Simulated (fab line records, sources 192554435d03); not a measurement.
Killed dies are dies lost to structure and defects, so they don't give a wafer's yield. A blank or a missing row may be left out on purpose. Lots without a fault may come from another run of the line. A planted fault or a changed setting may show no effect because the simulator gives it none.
Chamber matching | flow n5_finfet | N5_ILD0_CMP_03 on cmp-04: 3 sister chambers
The step polishes, stops on SiNx, t overpolish 1.9 s, target thk 197.38 nm. 6 wafers are shown with their chamber, then 5 later ones without.

WAFERS WITH THEIR CHAMBER
wafer  | chamber | time_to_endpoint_s (s) | motor_current_A (A)
L244.2 | 0       | 82                     | 13.0
L244.6 | 0       | 81                     | 13.0
L252.4 | 1       | 65                     | 12.3
L252.5 | 3       | 75                     | 13.7
L256.2 | 3       | 76                     | 13.5
L256.3 | 1       | 65                     | 12.5

WAFERS WITHOUT THEIR CHAMBER
wafer  | time_to_endpoint_s (s) | motor_current_A (A)
L256.4 | 80                     | 12.9
L257.2 | 68                     | 12.9
L257.3 | 80                     | 13.1
L259.2 | 81                     | 12.4
L259.4 | 80                     | 13.0

WHICH CHAMBER EACH WENT THROUGH
wafer  | from the rows above | in truth
L256.4 | 0                   | 0
L257.2 | 1                   | 1
L257.3 | 0                   | 0
L259.2 | 0                   | 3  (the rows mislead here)
L259.4 | 0                   | 0
Placed correctly: 4 of 5. Can't be placed from these rows: 0. Placed wrongly: 1.
How it was worked out, from the rows above alone: a wafer's distance from a chamber is the root of the sum, over the readings, of the square of ((its reading less the chamber's mean) divided by the reading's scatter). The wafer belongs to the nearest chamber; if the next one is less than 2 further off, it can't be placed. A chamber's mean is the mean of its shown wafers. The scatter: the root of (the sum of the squares of (reading less its chamber's mean) over the shown wafers, divided by (wafers less chambers)).
